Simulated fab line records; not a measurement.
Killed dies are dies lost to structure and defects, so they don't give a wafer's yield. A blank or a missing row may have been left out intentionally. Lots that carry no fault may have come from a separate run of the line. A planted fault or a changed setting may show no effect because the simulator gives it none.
Matching of chambers :: flow n5_finfet :: rie_diel-02 running N5_BEOL_M9_VIA_ETCH_34: 4 sister chambers
The step etches SiCOH lowk in C4F6/O2, target depth 182.4 nm, time 68.4 s. 16 wafers are shown with their chamber, then 8 later ones without.

## WAFERS WITH THEIR CHAMBER
wafer: L082.2
chamber: 3
showerhead_plenum_p_Torr (Torr): 2.86
oes_ar_750_au (a.u.): 0.80
rf_vpp_V (V): 678

wafer: L082.4
chamber: 0
showerhead_plenum_p_Torr (Torr): 2.76
oes_ar_750_au (a.u.): 0.84
rf_vpp_V (V): 672

wafer: L082.5
chamber: 1
showerhead_plenum_p_Torr (Torr): 2.78
oes_ar_750_au (a.u.): 0.93
rf_vpp_V (V): 666

wafer: L077.2
chamber: 0
showerhead_plenum_p_Torr (Torr): 2.76
oes_ar_750_au (a.u.): 0.83
rf_vpp_V (V): 672

wafer: L077.5
chamber: 3
showerhead_plenum_p_Torr (Torr): 2.86
oes_ar_750_au (a.u.): 0.79
rf_vpp_V (V): 678

wafer: L077.6
chamber: 2
showerhead_plenum_p_Torr (Torr): 2.91
oes_ar_750_au (a.u.): 0.70
rf_vpp_V (V): 666

wafer: L083.1
chamber: 2
showerhead_plenum_p_Torr (Torr): 2.91
oes_ar_750_au (a.u.): 0.70
rf_vpp_V (V): 666

wafer: L083.2
chamber: 0
showerhead_plenum_p_Torr (Torr): 2.76
oes_ar_750_au (a.u.): 0.82
rf_vpp_V (V): 671

wafer: L083.4
chamber: 1
showerhead_plenum_p_Torr (Torr): 2.78
oes_ar_750_au (a.u.): 0.92
rf_vpp_V (V): 665

wafer: L087.2
chamber: 0
showerhead_plenum_p_Torr (Torr): 2.76
oes_ar_750_au (a.u.): 0.82
rf_vpp_V (V): 671

wafer: L087.4
chamber: 1
showerhead_plenum_p_Torr (Torr): 2.78
oes_ar_750_au (a.u.): 0.90
rf_vpp_V (V): 668

wafer: L087.6
chamber: 1
showerhead_plenum_p_Torr (Torr): 2.78
oes_ar_750_au (a.u.): 0.90
rf_vpp_V (V): 667

wafer: L090.2
chamber: 3
showerhead_plenum_p_Torr (Torr): 2.86
oes_ar_750_au (a.u.): 0.78
rf_vpp_V (V): 677

wafer: L090.4
chamber: 2
showerhead_plenum_p_Torr (Torr): 2.90
oes_ar_750_au (a.u.): 0.69
rf_vpp_V (V): 665

wafer: L090.5
chamber: 3
showerhead_plenum_p_Torr (Torr): 2.86
oes_ar_750_au (a.u.): 0.78
rf_vpp_V (V): 678

wafer: L092.1
chamber: 0
showerhead_plenum_p_Torr (Torr): 2.75
oes_ar_750_au (a.u.): 0.81
rf_vpp_V (V): 672

SIGNATURES, as means of the wafers listed above
reading: showerhead_plenum_p_Torr
chamber 0: 2.7580
chamber 1: 2.7800
chamber 2: 2.9067
chamber 3: 2.8600
scatter within a chamber: 0.0035

reading: oes_ar_750_au
chamber 0: 0.8240
chamber 1: 0.9125
chamber 2: 0.6967
chamber 3: 0.7875
scatter within a chamber: 0.0113

reading: rf_vpp_V
chamber 0: 671.60
chamber 1: 666.50
chamber 2: 665.67
chamber 3: 677.75
scatter within a chamber: 0.797
Rule: for each reading, subtract the chamber's mean from the wafer's reading, divide by that reading's scatter and square the result; add these up over the readings and take the root, which gives the wafer's distance from the chamber. The wafer belongs to the nearest chamber; if the next one is less than 2 further off, it can't be placed. The scatter: the root of (the sum of the squares of (reading less its chamber's mean) over the shown wafers, divided by (wafers less chambers)).

## WAFERS WITHOUT THEIR CHAMBER
wafer: L092.4
showerhead_plenum_p_Torr (Torr): 2.85
oes_ar_750_au (a.u.): 0.78
rf_vpp_V (V): 680

wafer: L092.5
showerhead_plenum_p_Torr (Torr): 2.77
oes_ar_750_au (a.u.): 0.88
rf_vpp_V (V): 665

wafer: L094.1
showerhead_plenum_p_Torr (Torr): 2.77
oes_ar_750_au (a.u.): 0.88
rf_vpp_V (V): 667

wafer: L094.2
showerhead_plenum_p_Torr (Torr): 2.75
oes_ar_750_au (a.u.): 0.80
rf_vpp_V (V): 671

wafer: L094.5
showerhead_plenum_p_Torr (Torr): 2.90
oes_ar_750_au (a.u.): 0.69
rf_vpp_V (V): 667

wafer: L096.1
showerhead_plenum_p_Torr (Torr): 2.77
oes_ar_750_au (a.u.): 0.87
rf_vpp_V (V): 666

wafer: L096.4
showerhead_plenum_p_Torr (Torr): 2.90
oes_ar_750_au (a.u.): 0.69
rf_vpp_V (V): 666

wafer: L096.5
showerhead_plenum_p_Torr (Torr): 2.77
oes_ar_750_au (a.u.): 0.88
rf_vpp_V (V): 667

## WHICH CHAMBER EACH WENT THROUGH
wafer: L092.4
from the rows above: 3
in truth: 3

wafer: L092.5
from the rows above: 1
in truth: 1

wafer: L094.1
from the rows above: 1
in truth: 1

wafer: L094.2
from the rows above: 0
in truth: 0

wafer: L094.5
from the rows above: 2
in truth: 2

wafer: L096.1
from the rows above: 1
in truth: 1

wafer: L096.4
from the rows above: 2
in truth: 2

wafer: L096.5
from the rows above: 1
in truth: 1
8 of 8 placed correctly. Left unplaced by these rows: 0. Wrongly placed: 0.
